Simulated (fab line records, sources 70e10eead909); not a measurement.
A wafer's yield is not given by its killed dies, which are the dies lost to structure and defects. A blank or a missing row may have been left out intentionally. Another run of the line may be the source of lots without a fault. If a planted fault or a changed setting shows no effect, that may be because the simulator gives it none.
Chamber matching || flow nandHarc || NHARC_P_GATE_DESCUM_31 on rieDiel-11 has 4 sister chambers
The step chemistry O2, time 3 s. 8 wafers are shown with their chamber, then 7 later ones without.

== WAFERS WITH THEIR CHAMBER ==
{"wafer": "L074.5", "chamber": 2, "showerheadPlenumPTorr (Torr)": 2.07, "drypumpMotorCurrentA (A)": 6.1}
{"wafer": "L076.1", "chamber": 3, "showerheadPlenumPTorr (Torr)": 1.98, "drypumpMotorCurrentA (A)": 5.9}
{"wafer": "L076.4", "chamber": 1, "showerheadPlenumPTorr (Torr)": 1.98, "drypumpMotorCurrentA (A)": 5.5}
{"wafer": "L079.1", "chamber": 0, "showerheadPlenumPTorr (Torr)": 1.93, "drypumpMotorCurrentA (A)": 5.3}
{"wafer": "L079.2", "chamber": 1, "showerheadPlenumPTorr (Torr)": 1.98, "drypumpMotorCurrentA (A)": 5.6}
{"wafer": "L079.6", "chamber": 3, "showerheadPlenumPTorr (Torr)": 1.98, "drypumpMotorCurrentA (A)": 5.9}
{"wafer": "L085.4", "chamber": 0, "showerheadPlenumPTorr (Torr)": 1.92, "drypumpMotorCurrentA (A)": 5.3}
{"wafer": "L085.5", "chamber": 2, "showerheadPlenumPTorr (Torr)": 2.06, "drypumpMotorCurrentA (A)": 6.0}

== WAFERS WITH NO CHAMBER GIVEN ==
{"wafer": "L085.6", "showerheadPlenumPTorr (Torr)": 1.98, "drypumpMotorCurrentA (A)": 5.9}
{"wafer": "L093.1", "showerheadPlenumPTorr (Torr)": 1.97, "drypumpMotorCurrentA (A)": 5.5}
{"wafer": "L093.2", "showerheadPlenumPTorr (Torr)": 1.97, "drypumpMotorCurrentA (A)": 5.9}
{"wafer": "L093.3", "showerheadPlenumPTorr (Torr)": 2.06, "drypumpMotorCurrentA (A)": 6.1}
{"wafer": "L097.1", "showerheadPlenumPTorr (Torr)": 2.06, "drypumpMotorCurrentA (A)": 6.1}
{"wafer": "L097.2", "showerheadPlenumPTorr (Torr)": 1.91, "drypumpMotorCurrentA (A)": 5.3}
{"wafer": "L097.6", "showerheadPlenumPTorr (Torr)": 1.97, "drypumpMotorCurrentA (A)": 5.9}

== EACH ONE'S CHAMBER ==
{"wafer": "L085.6", "from the rows above": 3, "in truth": 3}
{"wafer": "L093.1", "from the rows above": 1, "in truth": 1}
{"wafer": "L093.2", "from the rows above": 3, "in truth": 3}
{"wafer": "L093.3", "from the rows above": 2, "in truth": 2}
{"wafer": "L097.1", "from the rows above": 2, "in truth": 2}
{"wafer": "L097.2", "from the rows above": 0, "in truth": 0}
{"wafer": "L097.6", "from the rows above": 3, "in truth": 3}
7 of 7 placed correctly. Left unplaced by these rows: 0. Number placed wrongly: 0.
How it was worked out, from the rows above alone: a wafer's distance from a chamber is the root of the sum, over the readings, of the square of ((its reading less the chamber's mean) divided by the reading's scatter). The wafer belongs to the nearest chamber; if the next one is less than 2 further off, it can't be placed. Each chamber's mean is taken over the wafers shown for it. The scatter: take each reading less its chamber's mean, square it, sum over the shown wafers, divide by the number of wafers less the number of chambers, and take the root.
